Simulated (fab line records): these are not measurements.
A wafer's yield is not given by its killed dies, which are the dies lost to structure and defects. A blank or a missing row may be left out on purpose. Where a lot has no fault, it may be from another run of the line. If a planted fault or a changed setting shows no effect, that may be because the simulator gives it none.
Which of the tools did it? ; flow nandHarc ; Sampling: 24 lots, 72 wafers, 3 of 1159 route steps

WHAT EACH GAUGE READ, for each wafer
NHARC_A_BLC_CD_MEAS_19. Usual: 100.7 nm for cdNm, sd 2.4.
lot;measured;on;cdNm (nm);flag
L075;day 17 13:16;cdSem-02;103.7 101.4 99.8;
L076;day 17 14:11;cdSem-03;102.5 103.3 102.5;
L074;day 18 00:01;cdSem-02;102.0 106.8 103.7;
L079;day 18 09:15;cdSem-03;99.0 97.4 103.7;
L080;day 18 14:58;cdSem-02;101.1 100.4 100.8;
L077;day 18 20:38;cdSem-01;98.6 99.2 99.7;
L078;day 19 05:38;cdSem-02;100.9 101.7 101.0;
L081;day 19 07:57;cdSem-03;101.4 100.6 104.6;
L083;day 19 17:31;cdSem-02;102.2 98.1 101.4;
L082;day 19 18:28;cdSem-01;101.6 99.0 98.9;
L084;day 20 03:23;cdSem-03;101.9 102.3 99.4;
L088;day 20 11:26;cdSem-02;95.7 101.0 94.2;
L085;day 20 11:37;cdSem-01;103.3 99.7 100.4;
L086;day 20 21:13;cdSem-01;99.4 101.5 100.3;
L090;day 21 11:52;cdSem-03;104.8 100.3 101.4;
L087;day 21 13:28;cdSem-03;102.6 101.9 104.2;
L089;day 21 21:43;cdSem-02;101.1 97.4 94.1;
L091;day 22 04:53;cdSem-03;93.9 101.4 99.3;
L093;day 22 06:02;cdSem-03;100.5 100.7 96.9;
L094;day 22 06:38;cdSem-03;101.1 98.3 102.4;
L092;day 22 07:16;cdSem-02;98.0 96.4 99.8;
L095;day 22 11:34;cdSem-03;99.3 101.1 101.8;
L096;day 23 00:07;cdSem-01;98.6 100.8 99.7;
L097;day 23 10:24;cdSem-01;101.5 98.5 100.3;

NHARC_A_M0_INSPECT_11. Usual: 33 for rawDefectCount, sd 16.
lot;measured;on;rawDefectCount;flag
L075;day 17 23:47;defectInspect-02;18 18 26;
L076;day 18 00:05;defectInspect-01;31 34 33;
L074;day 18 03:53;defectInspect-02;17 10 16;
L079;day 18 14:32;defectInspect-02;6 6 12;
L080;day 18 18:33;defectInspect-02;39 26 32;
L077;day 19 04:16;defectInspect-02;21 24 27;
L078;day 19 08:40;defectInspect-02;21 28 14;
L081;day 19 10:57;defectInspect-01;28 30 37;
L083;day 19 21:19;defectInspect-02;17 12 20;
L082;day 20 01:47;defectInspect-02;41 39 34;
L084;day 20 11:16;defectInspect-01;18 16 14;
L088;day 20 15:00;defectInspect-02;59 57 59;
L085;day 20 15:19;defectInspect-02;39 26 42;
L086;day 21 02:40;defectInspect-01;34 37 31;
L090;day 22 03:38;defectInspect-01;38 29 33;
L087;day 22 04:05;defectInspect-01;62 61 45;
L089;day 22 05:13;defectInspect-02;17 14 13;
L091;day 22 08:17;defectInspect-02;40 28 40;
L093;day 22 09:07;defectInspect-01;51 50 63;
L094;day 22 09:36;defectInspect-02;64 68 58;
L092;day 22 10:26;defectInspect-02;12 21 14;
L095;day 22 15:01;defectInspect-02;50 30 29;
L096;day 23 07:06;defectInspect-01;48 49 45;
L097;day 23 13:28;defectInspect-02;31 34 37;

TOOL THAT RAN EACH LOT (tool first, then ch and the chambers of the sampled wafers, then the start)
lot;NHARC_A_BLC_STRIP_29
L075;rieDiel-05 ch 2,3, day 17 13:20
L076;rieDiel-06 ch 0,2,3, day 17 14:17
L074;rieDiel-06 ch 1,3, day 18 00:05
L079;rieDiel-11 ch 1,2,3, day 18 09:20
L080;rieDiel-11 ch 0,1, day 18 15:02
L077;rieDiel-11 ch 0,1,3, day 18 20:44
L078;rieDiel-11 ch 1,2,3, day 19 05:43
L081;rieDiel-05 ch 0,1,2, day 19 08:02
L083;rieDiel-05 ch 0,1, day 19 17:37
L082;rieDiel-05 ch 0,1,3, day 19 18:33
L084;rieDiel-06 ch 0,2, day 20 03:28
L088;rieDiel-06 ch 1,2, day 20 11:29
L085;rieDiel-11 ch 1,2, day 20 11:43
L086;rieDiel-06 ch 1,3, day 20 21:17
L090;rieDiel-06 ch 0,1,3, day 21 11:56
L087;rieDiel-05 ch 0,1,2, day 21 13:34
L089;rieDiel-06 ch 1,3, day 21 21:48
L091;rieDiel-05 ch 1,2, day 22 04:57
L093;rieDiel-06 ch 0,2,3, day 22 06:08
L094;rieDiel-05 ch 0,1,3, day 22 06:44
L092;rieDiel-05 ch 0,2,3, day 22 07:20
L095;rieDiel-05 ch 0,1,3, day 22 11:40
L096;rieDiel-06 ch 0,1,2, day 23 00:11
L097;rieDiel-05 ch 0,1,2, day 23 10:29
- NHARC_A_BLC_STRIP_29: strips in CF4.

AS READ BY THE TOOLS THEMSELVES (means over the sampled wafers that have a number; for cases with no such wafer, the mark the record gives instead)
NHARC_A_BLC_STRIP_29. Usual: drypumpMotorCurrentA 5.8 A, standard deviation 0.68; oesProductAu 1.000 a.u., standard deviation 0.0077; rfVppV 59.3 V, standard deviation 0.89; showerheadPlenumPTorr 1.77 Torr, standard deviation 0.064; throttleValvePct 13.284 %, standard deviation 0.0087.
lot;tool;drypumpMotorCurrentA (A);oesProductAu (a.u.);rfVppV (V);showerheadPlenumPTorr (Torr);throttleValvePct (%);flag
L075;rieDiel-05;5.8;1.007;58.0;1.74;13.281;
L076;rieDiel-06;6.2;0.996;60.8;1.83;13.282;
L074;rieDiel-06;6.4;1.002;58.9;1.77;13.281;
L079;rieDiel-11;5.6;1.002;59.0;1.79;13.283;
L080;rieDiel-11;6.0;1.010;59.6;1.77;13.278;
L077;rieDiel-11;5.8;1.002;59.0;1.77;13.287;
L078;rieDiel-11;5.6;0.993;58.9;1.79;13.280;
L081;rieDiel-05;5.2;1.007;59.1;1.73;13.282;
L083;rieDiel-05;5.2;1.003;59.1;1.73;13.287;
L082;rieDiel-05;5.8;0.998;59.2;1.76;13.285;
L084;rieDiel-06;6.2;0.991;60.2;1.83;13.291;
L088;rieDiel-06;6.0;1.003;59.1;1.73;13.289;
L085;rieDiel-11;5.5;0.999;60.3;1.80;13.287;
L086;rieDiel-06;6.4;1.001;59.2;1.77;13.277;
L090;rieDiel-06;6.4;0.995;58.7;1.78;13.281;
L087;rieDiel-05;5.3;1.008;59.6;1.73;13.287;
L089;rieDiel-06;6.4;1.007;59.6;1.73;13.285;
L091;rieDiel-05;5.3;1.003;58.4;1.73;13.280;
L093;rieDiel-06;6.2;0.997;59.3;1.83;13.289;
L094;rieDiel-05;5.8;0.997;60.0;1.76;13.284;
L092;rieDiel-05;5.3;0.992;59.1;1.71;13.282;
L095;rieDiel-05;5.8;1.002;59.1;1.76;13.280;
L096;rieDiel-06;6.1;0.993;59.1;1.78;13.290;
L097;rieDiel-05;5.3;0.994;58.9;1.73;13.290;

THE ANSWER, worked out from the rows above alone
Rule: a lot counts as off when the mean over its wafers that have a number is more than 3 standard deviations away from the usual mean. A lot without any number at a reading at which 4 lots or more have one is off too. Where the step has rows for the other lots, those lots are counted as sound. First the gauges in route order, then the tools' own readings, where a lot's mean is used as printed above. At the first step where some lot is off, the reading lying furthest off is the one used; lots without a number count as furthest.
Nothing can be told from this: no lot is off at any reading shown.

WHAT THE SIMULATOR HAD PUT IN
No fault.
